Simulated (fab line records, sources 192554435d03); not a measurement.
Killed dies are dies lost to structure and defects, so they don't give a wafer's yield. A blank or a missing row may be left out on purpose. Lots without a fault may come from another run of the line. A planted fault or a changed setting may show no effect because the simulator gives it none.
Chamber matching | flow n5_finfet | N5_BEOL_M1_STRIP_36 on rie_diel-03: 4 sister chambers
The step strips in N2/H2. 4 wafers are shown with their chamber, then 10 later ones without.

WAFERS WITH THEIR CHAMBER
wafer  | chamber | showerhead_plenum_p_Torr (Torr)
L078.1 | 2       | 2.40
L080.3 | 1       | 2.53
L086.1 | 3       | 2.61
L086.3 | 0       | 2.57

WAFERS WITHOUT THEIR CHAMBER
wafer  | showerhead_plenum_p_Torr (Torr)
L086.5 | 2.39
L087.1 | 2.53
L087.5 | 2.57
L087.6 | 2.53
L092.1 | 2.56
L092.2 | 2.39
L092.3 | 2.61
L096.2 | 2.61
L096.4 | 2.39
L096.6 | 2.52

WHICH CHAMBER EACH WENT THROUGH
wafer  | from the rows above | in truth
L086.5 | 2                   | 2
L087.1 | 1                   | 1
L087.5 | 0                   | 0
L087.6 | 1                   | 1
L092.1 | 0                   | 0
L092.2 | 2                   | 2
L092.3 | 3                   | 3
L096.2 | 3                   | 3
L096.4 | 2                   | 2
L096.6 | 1                   | 1
Placed correctly: 10 of 10. Can't be placed from these rows: 0. Placed wrongly: 0.
How it was worked out, from the rows above alone: a wafer's distance from a chamber is the root of the sum, over the readings, of the square of ((its reading less the chamber's mean) divided by the reading's scatter). The wafer belongs to the nearest chamber; if the next one is less than 2 further off, it can't be placed. A chamber's mean is the mean of its shown wafers. The scatter: with one shown wafer a chamber, the root of the mean of the squares of how far each hidden wafer lies from its nearest shown one.
